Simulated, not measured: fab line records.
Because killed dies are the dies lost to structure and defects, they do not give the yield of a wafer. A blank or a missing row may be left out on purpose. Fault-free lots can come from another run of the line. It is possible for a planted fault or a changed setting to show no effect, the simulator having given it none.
fab line records | flow nandHarc | part 2 of 2: steps 5 to 6 of 6
[record] lots = 23 | wafers = 69 | lastDay = 33
route steps=1302 shown P_M1@306 P_M2@340 P_BONDPAD@368 A_CHANNEL_HOLE_D1@468 A_CHANNEL_FILL_D1@509
lots that met no fault: from a run of the same line without faults
startH: hours from the record's first day to the start of the lot's first wafer shown | waitH: hours since the lot's step before | " same as the row above | L1.1+2: several wafers, shown together as one row | - no value, or no start given | * or withheld: withheld | < > ~ a bound
route shown NAME@n: a module of which the file shows steps, and the number in the route of the first | usual: average and standard deviation across the fault-free wafers | same: alike in all rows | chamber/n: place in a boat | sites: readings site by site | _std_site: how widely they spread, as a standard deviation | _edge_site: inner sites' mean taken away from outer sites' mean | radiusMm: how far each site lies from the wafer's centre | mask NAME#n: copy n | behind: the most recent tool/chamber to have shaped the wafer | hold: why the lot was held/for how many hours/how that ended | device: whichever transistor did not switch (one of n, p or np) | end of line: tests of these same wafers at the route's end | a step without rows: its recipe alone | killed: count of dies lost to structure and defects at first sort (not the wafer's yield) | map: a wafer's dies, x killed, . not, _ none there
set.NAME: the setting that was run; set.NAME@STEP: the one run at that earlier step | model.NAME: the simulator's own value behind a step, which no gauge read
steps of the route over a sample of lots; a table a step, a row a wafer
services: from which hour (startH, from the record's first day; less than 0 if before it) a tool's chamber was out of use, for how many hours, and why
[[steps]]
[step NHARC_A_CHANNEL_HOLE_D1_ETCH_34]
[recipe] targetDepthA = 1540 | timeS = 77 | cf4FlowSccm = 100 | chf3FlowSccm = 30 | arFlowSccm = 0 | rfW = 500 | biasW = 200 | chemistry = CF4/CHF3
[usual] chf3FlowSccm = 30.01/0.087 | drypumpMotorCurrentA = 5.66/0.29 | oesProductAu = 0.941/0.02 | rfVppV = 371.6/2.2 | showerheadPlenumPTorr = 1.61/0.064 | throttleValvePct = 16.802/0.0097
lot.wafer | tool       | chamber | startH | waitH | chf3FlowSccm | drypumpMotorCurrentA | oesProductAu | rfHoursCounterH | rfVppV | showerheadPlenumPTorr | throttleValvePct
L075.2    | rieDiel-02 | 0       | -      | -     | 30.05        | 5.91                 | 0.918        | 36              | 369.3  | 1.56                  | 16.801
L075.3    | "          | 2       | "      | "     | 30.03        | 6.60                 | 0.921        | 35              | 371.8  | 1.64                  | 16.815
L075.6    | "          | 3       | "      | "     | 29.83        | 5.78                 | 0.923        | -               | 369.4  | 1.49                  | 16.793
L074.2    | rieDiel-08 | 3       | -      | -     | 30.04        | 6.05                 | 0.914        | 59              | 373.2  | 1.68                  | 16.773
L074.4    | "          | 1       | "      | "     | 29.90        | 5.65                 | 0.916        | 53              | 369.2  | 1.55                  | 16.804
L074.5    | "          | 2       | "      | "     | 30.17        | 6.20                 | 0.933        | -               | 371.8  | 1.61                  | 16.799
L076.2    | rieDiel-10 | 2       | -      | -     | 29.93        | 5.55                 | 0.935        | 9               | 375.2  | 1.68                  | 16.801
L076.3    | "          | 3       | "      | "     | 29.97        | 5.34                 | 0.936        | 10              | 367.5  | 1.52                  | 16.803
L076.1    | "          | 0       | "      | "     | 30.18        | 5.63                 | 0.924        | 8               | 373.3  | 1.64                  | 16.794
L077.2    | rieDiel-10 | 0       | -      | -     | 30.05        | 5.65                 | 0.936        | 9               | 372.9  | 1.64                  | 16.794
L077.1    | "          | 1       | "      | "     | 29.93        | 5.68                 | 0.925        | 10              | 369.6  | 1.56                  | 16.797
L077.5    | "          | 0       | "      | "     | 30.11        | 5.67                 | 0.927        | -               | 373.1  | 1.64                  | 16.796
L078.4    | rieDiel-10 | 2       | -      | -     | 30.09        | 5.55                 | 0.931        | 11              | 374.4  | 1.68                  | 16.797
L078.3    | "          | 1       | "      | "     | 29.84        | 5.69                 | 0.927        | 10              | 368.8  | 1.56                  | 16.809
L078.6    | "          | 3       | "      | "     | 30.06        | 5.36                 | 0.924        | -               | 369.6  | 1.52                  | 16.801
L079.1    | rieDiel-10 | 3       | -      | -     | 29.87        | 5.32                 | 0.932        | 12              | 371.6  | 1.52                  | 16.802
L079.3    | "          | 1       | "      | "     | 29.96        | 5.69                 | 0.931        | 11              | 371.3  | 1.56                  | 16.808
L079.4    | "          | 2       | "      | "     | 29.93        | 5.53                 | 0.923        | 12              | 373.0  | 1.68                  | 16.790
L080.3    | rieDiel-02 | 0       | -      | -     | 30.05        | 5.94                 | 0.948        | 7               | 370.8  | 1.55                  | 16.805
L080.1    | "          | 2       | "      | "     | 30.13        | 6.62                 | 0.982        | 5               | 372.3  | 1.63                  | 16.817
L080.5    | "          | 1       | "      | "     | 30.01        | 5.45                 | 0.985        | -               | 374.6  | 1.69                  | 16.796
L081.3    | rieDiel-10 | 2       | -      | -     | 30.02        | 5.53                 | 0.955        | 0               | 374.6  | 1.68                  | 16.806
L081.5    | "          | 3       | "      | "     | 30.05        | 5.36                 | 0.959        | -               | 369.0  | 1.52                  | 16.807
L081.6    | "          | 2       | "      | "     | 30.04        | 5.52                 | 0.970        | -               | 372.5  | 1.68                  | 16.818
L083.2    | rieDiel-10 | 0       | -      | -     | 29.90        | 5.62                 | 0.960        | 1               | 372.8  | 1.64                  | 16.796
L083.3    | "          | 3       | "      | "     | 30.06        | 5.35                 | 0.964        | 1               | 369.7  | 1.52                  | 16.806
L083.4    | "          | 2       | "      | "     | 30.01        | 5.54                 | 0.964        | -               | 373.7  | 1.68                  | 16.816
L082.3    | rieDiel-10 | 2       | -      | -     | 29.94        | 5.55                 | 0.972        | 2               | 373.4  | 1.68                  | 16.805
L082.4    | "          | 2       | "      | "     | 30.01        | 5.53                 | 0.972        | -               | 374.9  | 1.68                  | 16.807
L082.6    | "          | 3       | "      | "     | 30.02        | 5.32                 | 0.956        | -               | 369.6  | 1.52                  | 16.802
L084.1    | rieDiel-02 | 1       | -      | -     | 30.04        | 5.46                 | 0.932        | 24              | 374.4  | 1.68                  | 16.793
L084.6    | "          | 1       | "      | "     | 30.11        | 5.47                 | 0.939        | -               | 374.8  | 1.68                  | 16.804
L084.5    | "          | 2       | "      | "     | 30.11        | 6.63                 | 0.948        | -               | 371.4  | 1.63                  | 16.788
L086.4    | rieDiel-10 | 2       | -      | -     | 30.14        | 5.54                 | 0.974        | 5               | 375.1  | 1.68                  | 16.799
L086.3    | "          | 3       | "      | "     | 29.95        | 5.35                 | 0.976        | 5               | 367.8  | 1.52                  | 16.807
L086.6    | "          | 3       | "      | "     | 30.02        | 5.36                 | 0.967        | -               | 368.7  | 1.52                  | 16.798
L087.4    | rieDiel-10 | 0       | -      | -     | 29.90        | 5.63                 | 0.931        | 7               | 370.8  | 1.64                  | 16.804
L087.3    | "          | 2       | "      | "     | 30.08        | 5.53                 | 0.931        | 7               | 376.4  | 1.68                  | 16.812
L087.6    | "          | 0       | "      | "     | 30.01        | 5.62                 | 0.921        | -               | 372.5  | 1.64                  | 16.784
L088.3    | rieDiel-10 | 1       | -      | -     | 29.93        | 5.72                 | 0.970        | 5               | 369.7  | 1.56                  | 16.793
L088.2    | "          | 0       | "      | "     | 30.05        | 5.64                 | 0.960        | 7               | 372.4  | 1.64                  | 16.810
L088.5    | "          | 2       | "      | "     | 30.04        | 5.52                 | 0.985        | -               | 372.8  | 1.68                  | 16.804
L089.3    | rieDiel-08 | 0       | -      | -     | 29.99        | 6.42                 | 0.929        | 39              | 370.3  | 1.55                  | 16.805
L089.5    | "          | 3       | "      | "     | 29.89        | 6.06                 | 0.929        | -               | 373.3  | 1.67                  | 16.805
L089.6    | "          | 0       | "      | "     | 29.91        | 6.38                 | 0.924        | -               | 368.9  | 1.55                  | 16.814
L090.2    | rieDiel-10 | 3       | -      | -     | 30.01        | 5.34                 | 0.922        | 10              | 370.3  | 1.52                  | 16.789
L090.6    | "          | 0       | "      | "     | 30.05        | 5.66                 | 0.923        | -               | 373.6  | 1.64                  | 16.813
L090.5    | "          | 1       | "      | "     | 30.15        | 5.72                 | 0.917        | -               | 369.2  | 1.56                  | 16.803
L091.2    | rieDiel-02 | 1       | -      | -     | 29.96        | 5.44                 | 0.956        | 39              | 374.1  | 1.68                  | 16.798
L091.6    | "          | 1       | "      | "     | 29.99        | 5.44                 | 0.960        | -               | 372.5  | 1.68                  | 16.796
L091.5    | "          | 2       | "      | "     | 29.99        | 6.56                 | 0.946        | -               | 372.7  | 1.62                  | 16.795
L092.4    | rieDiel-10 | 3       | -      | -     | 30.01        | 5.32                 | 0.929        | 11              | 367.5  | 1.52                  | 16.804
L092.2    | "          | 0       | "      | "     | 30.14        | 5.63                 | 0.922        | 10              | 372.7  | 1.64                  | 16.817
L092.5    | "          | 1       | "      | "     | 29.99        | 5.72                 | 0.935        | -               | 369.0  | 1.56                  | 16.778
L093.1    | rieDiel-10 | 2       | 364.66 | 0.3   | 30.18        | 5.55                 | 0.933        | 12              | 372.3  | 1.68                  | 16.805
L093.2    | "          | 1       | "      | "     | 30.02        | 5.71                 | 0.933        | 8               | 370.2  | 1.56                  | 16.794
L093.5    | "          | 2       | "      | "     | 30.10        | 5.57                 | 0.938        | -               | 373.9  | 1.68                  | 16.782
L094.1    | rieDiel-10 | 3       | -      | -     | 29.97        | 5.31                 | 0.922        | 11              | 368.3  | 1.52                  | 16.810
L094.3    | "          | 2       | "      | "     | 29.98        | 5.56                 | 0.925        | 14              | 373.7  | 1.68                  | 16.793
L094.5    | "          | 2       | "      | "     | 29.90        | 5.55                 | 0.926        | -               | 372.2  | 1.68                  | 16.810
L095.5    | rieDiel-10 | 2       | -      | -     | 30.04        | 5.54                 | 0.930        | -               | 373.7  | 1.68                  | 16.811
L095.6    | "          | 3       | "      | "     | 29.91        | 5.34                 | 0.918        | -               | 368.9  | 1.52                  | 16.811
L095.4    | "          | 0       | "      | "     | 29.92        | 5.62                 | 0.927        | -               | 373.0  | 1.64                  | 16.802
L096.2    | rieDiel-10 | 1       | -      | -     | 29.96        | 5.68                 | 0.930        | 10              | 370.9  | 1.56                  | 16.812
L096.1    | "          | 3       | "      | "     | 30.20        | 5.35                 | 0.927        | 14              | 368.9  | 1.52                  | 16.797
L096.4    | "          | 0       | "      | "     | 30.07        | 5.68                 | 0.925        | 13              | 372.4  | 1.64                  | 16.802
L097.1    | rieDiel-10 | 0       | -      | -     | 30.04        | 5.63                 | 0.933        | 14              | 372.2  | 1.64                  | 16.778
L097.3    | "          | 1       | "      | "     | 29.84        | 5.71                 | 0.920        | 12              | 369.1  | 1.56                  | 16.787
L097.5    | "          | 1       | "      | "     | 30.03        | 5.69                 | 0.926        | -               | 369.6  | 1.56                  | 16.831
[step NHARC_A_CHANNEL_FILL_D1_STRIP_29]
[recipe] timeS = 20 | o2FlowSccm = 500 | arFlowSccm = 0 | biasW = 0 | chemistry = O2
[usual] drypumpMotorCurrentA = 5.5/0.43 | oesProductAu = 1.001/0.0071 | rfVppV = 58.1/0.89 | showerheadPlenumPTorr = 3.59/0.17 | throttleValvePct = 17.036/0.0086
lot.wafer | tool       | chamber | startH | waitH | drypumpMotorCurrentA | oesProductAu | rfHoursCounterH | rfVppV | showerheadPlenumPTorr | throttleValvePct
L075.3    | rieDiel-13 | 2       | -      | -     | 4.9                  | 1.017        | 3.4             | 58.2   | 3.49                  | 17.030
L075.2    | "          | 3       | "      | "     | 5.0                  | 0.998        | 3.3             | 59.9   | 3.79                  | 17.040
L075.6    | "          | 1       | "      | "     | 6.1                  | 1.009        | -               | 59.3   | 3.79                  | 17.034
L074.2    | rieDiel-06 | 2       | -      | -     | 5.6                  | 1.001        | 5.1             | 59.0   | 3.78                  | 17.040
L074.4    | "          | 3       | "      | "     | 5.8                  | 1.007        | 5.5             | 58.7   | 3.35                  | 17.029
L074.5    | "          | 0       | "      | "     | 5.4                  | 1.005        | -               | 58.6   | 3.76                  | 17.056
L076.1    | rieDiel-12 | 0       | -      | -     | 5.1                  | 1.002        | 8.8             | 57.9   | 3.31                  | 17.034
L076.3    | "          | 2       | "      | "     | 5.8                  | 1.011        | 8.0             | 58.3   | 3.59                  | 17.039
L076.2    | "          | 3       | "      | "     | 6.2                  | 1.005        | 8.8             | 58.1   | 3.51                  | 17.050
L077.1    | rieDiel-13 | 3       | -      | -     | 5.1                  | 0.997        | 4.4             | 58.5   | 3.79                  | 17.050
L077.2    | "          | 0       | "      | "     | 6.1                  | 0.989        | 4.5             | 57.6   | 3.55                  | 17.036
L077.5    | "          | 2       | "      | "     | 4.9                  | 0.996        | -               | 57.0   | 3.49                  | 17.040
L078.4    | rieDiel-13 | 3       | -      | -     | 5.1                  | 1.006        | 4.4             | 57.6   | 3.79                  | 17.046
L078.3    | "          | 2       | "      | "     | 5.0                  | 1.008        | 4.3             | 57.7   | 3.49                  | 17.038
L078.6    | "          | 3       | "      | "     | 5.1                  | 0.998        | -               | 57.5   | 3.79                  | 17.044
L079.3    | rieDiel-06 | 0       | -      | -     | 5.5                  | 0.993        | 9.0             | 59.2   | 3.76                  | 17.042
L079.1    | "          | 1       | "      | "     | 5.3                  | 0.995        | 8.7             | 58.0   | 3.35                  | 17.035
L079.4    | "          | 3       | "      | "     | 5.8                  | 1.002        | 8.2             | 55.9   | 3.35                  | 17.038
L080.1    | rieDiel-13 | 0       | -      | -     | 6.1                  | 1.000        | 6.2             | 57.8   | 3.55                  | 17.042
L080.3    | "          | 1       | "      | "     | 6.1                  | 1.004        | 6.1             | 59.6   | 3.79                  | 17.031
L080.5    | "          | 3       | "      | "     | 5.1                  | 1.008        | -               | 59.0   | 3.79                  | 17.033
L081.3    | rieDiel-12 | 3       | -      | -     | 6.2                  | 1.008        | 0.5             | 59.0   | 3.51                  | 17.044
L081.5    | "          | 2       | "      | "     | 5.8                  | 0.997        | -               | 57.3   | 3.59                  | 17.020
L081.6    | "          | 3       | "      | "     | 6.2                  | 1.010        | -               | 57.2   | 3.51                  | 17.043
L082.3    | rieDiel-13 | 1       | 316.80 | 0.2   | 6.1                  | 0.999        | 8.2             | 57.7   | 3.79                  | 17.046
L082.4    | "          | 1       | "      | "     | 6.0                  | 0.995        | -               | 59.1   | 3.79                  | 17.046
L082.6    | "          | 3       | "      | "     | 5.1                  | 1.011        | -               | 59.0   | 3.79                  | 17.043
L083.3    | rieDiel-13 | 2       | 316.86 | 0.2   | 4.9                  | 1.004        | 7.6             | 56.8   | 3.49                  | 17.042
L083.2    | "          | 3       | "      | "     | 5.0                  | 1.005        | 7.3             | 59.4   | 3.79                  | 17.040
L083.4    | "          | 3       | "      | "     | 5.0                  | 0.997        | -               | 58.7   | 3.79                  | 17.030
L084.1    | rieDiel-13 | 2       | -      | -     | 5.0                  | 1.001        | 8.5             | 58.3   | 3.49                  | 17.038
L084.5    | "          | 3       | "      | "     | 5.0                  | 1.008        | -               | 59.8   | 3.79                  | 17.038
L084.6    | "          | 0       | "      | "     | 6.0                  | 0.987        | -               | 58.0   | 3.54                  | 17.034
L086.3    | rieDiel-06 | 0       | 348.23 | 0.2   | 5.5                  | 1.002        | 1.9             | 58.8   | 3.76                  | 17.032
L086.6    | "          | 1       | "      | "     | 5.3                  | 0.992        | -               | 58.9   | 3.35                  | 17.035
L086.4    | "          | 0       | "      | "     | 5.4                  | 0.996        | -               | 57.7   | 3.76                  | 17.037
L087.4    | rieDiel-12 | 2       | -      | -     | 5.8                  | 1.016        | 3.4             | 58.3   | 3.59                  | 17.038
L087.3    | "          | 0       | "      | "     | 5.1                  | 0.994        | 3.8             | 58.1   | 3.30                  | 17.039
L087.6    | "          | 1       | "      | "     | 5.4                  | 0.990        | -               | 59.1   | 3.52                  | 17.035
L088.3    | rieDiel-13 | 1       | -      | -     | 6.1                  | 0.995        | 1.2             | 58.7   | 3.78                  | 17.042
L088.2    | "          | 2       | "      | "     | 4.9                  | 1.002        | 1.1             | 58.4   | 3.49                  | 17.032
L088.5    | "          | 0       | "      | "     | 6.0                  | 1.004        | -               | 57.7   | 3.54                  | 17.034
L089.3    | rieDiel-12 | 3       | -      | -     | 6.2                  | 1.002        | 5.0             | 58.3   | 3.50                  | 17.030
L089.6    | "          | 0       | "      | "     | 5.1                  | 1.002        | -               | 56.8   | 3.30                  | 17.051
L089.5    | "          | 1       | "      | "     | 5.4                  | 0.992        | -               | 58.0   | 3.52                  | 17.034
L091.2    | rieDiel-13 | 3       | -      | -     | 5.1                  | 0.989        | 1.7             | 58.4   | 3.79                  | 17.036
L091.5    | "          | 0       | "      | "     | 6.1                  | 0.986        | -               | 58.8   | 3.54                  | 17.042
L091.6    | "          | 1       | "      | "     | 6.1                  | 0.995        | -               | 59.6   | 3.78                  | 17.022
L090.2    | rieDiel-06 | 2       | -      | -     | 5.6                  | 1.000        | 4.5             | 58.9   | 3.78                  | 17.038
L090.6    | "          | 1       | "      | "     | 5.3                  | 1.010        | -               | 57.6   | 3.35                  | 17.033
L090.5    | "          | 2       | "      | "     | 5.7                  | 0.995        | -               | 58.1   | 3.78                  | 17.043
L092.4    | rieDiel-06 | 3       | -      | -     | 5.8                  | 1.005        | 4.9             | 58.8   | 3.35                  | 17.025
L092.2    | "          | 0       | "      | "     | 5.4                  | 1.007        | 5.7             | 59.7   | 3.76                  | 17.042
L092.5    | "          | 3       | "      | "     | 5.8                  | 1.000        | -               | 57.2   | 3.35                  | 17.041
L093.2    | rieDiel-13 | 3       | -      | -     | 5.1                  | 1.004        | 3.2             | 57.6   | 3.78                  | 17.033
L093.1    | "          | 0       | "      | "     | 6.1                  | 0.998        | 3.4             | 58.5   | 3.54                  | 17.046
L093.5    | "          | 3       | "      | "     | 5.1                  | 0.990        | -               | 59.0   | 3.78                  | 17.030
L094.3    | rieDiel-12 | 2       | -      | -     | 5.8                  | 1.021        | 7.1             | 57.9   | 3.59                  | 17.035
L094.1    | "          | 0       | "      | "     | 5.1                  | 1.013        | 8.2             | 56.8   | 3.30                  | 17.015
L094.5    | "          | 1       | "      | "     | 5.4                  | 1.000        | -               | 58.5   | 3.52                  | 17.042
L095.4    | rieDiel-13 | 3       | -      | -     | 5.1                  | 1.003        | 4.1             | 58.2   | 3.78                  | 17.028
L095.6    | "          | 2       | "      | "     | 4.9                  | 0.991        | -               | 58.9   | 3.48                  | 17.054
L095.5    | "          | 3       | "      | "     | 5.1                  | 0.991        | -               | 58.5   | 3.78                  | 17.046
L096.2    | rieDiel-06 | 2       | -      | -     | 5.7                  | 1.009        | 8.0             | 58.6   | 3.78                  | 17.031
L096.1    | "          | 3       | "      | "     | 5.8                  | 1.011        | 7.6             | 58.2   | 3.35                  | 17.036
L096.4    | "          | 1       | "      | "     | 5.3                  | 1.000        | 8.4             | 58.0   | 3.34                  | 17.029
L097.1    | rieDiel-13 | 2       | -      | -     | 5.0                  | 1.001        | 4.6             | 57.7   | 3.48                  | 17.045
L097.3    | "          | 3       | "      | "     | 5.0                  | 1.000        | 4.8             | 57.7   | 3.78                  | 17.015
L097.5    | "          | 3       | "      | "     | 5.0                  | 0.989        | -               | 58.5   | 3.78                  | 17.029
[[services]]
tool          | chamber | startH | hours | kind
rieDiel-10    | 0       | 115.10 | 10.8  | repair
rieDiel-04    | 1       | 118.72 | 12.6  | repair
pvdSputter-01 | -       | 124.06 | 1.9   | repair
pvdSputter-02 | -       | 167.47 | 2.3   | repair
rieDiel-10    | -       | 168.35 | 0.1   | repair
rieDiel-04    | -       | 177.94 | 9.0   | pm
rieDiel-10    | -       | 194.77 | 0.6   | repair
rieDiel-04    | 3       | 211.51 | 19.7  | repair
rieDiel-05    | -       | 229.60 | 9.0   | pm
rieDiel-10    | -       | 242.76 | 9.0   | pm
rieDiel-05    | 2       | 296.52 | 3.6   | repair
rieDiel-05    | 2       | 334.76 | 1.2   | repair
rieDiel-04    | -       | 354.94 | 9.0   | pm
rieDiel-05    | 3       | 355.09 | 2.7   | repair
rieDiel-10    | 0       | 361.11 | 7.6   | repair
rieDiel-10    | 3       | 361.83 | 9.2   | repair
rieDiel-04    | 1       | 367.52 | 6.1   | repair
rieDiel-10    | 1       | 377.76 | 13.8  | repair
rieDiel-04    | 3       | 391.62 | 19.5  | repair
rieDiel-05    | -       | 406.60 | 9.0   | pm
rieDiel-10    | -       | 419.92 | 9.0   | pm
rieDiel-04    | 1       | 429.84 | 5.4   | repair
rieDiel-05    | 1       | 442.91 | 7.3   | repair
rieDiel-04    | 2       | 452.62 | 6.5   | repair
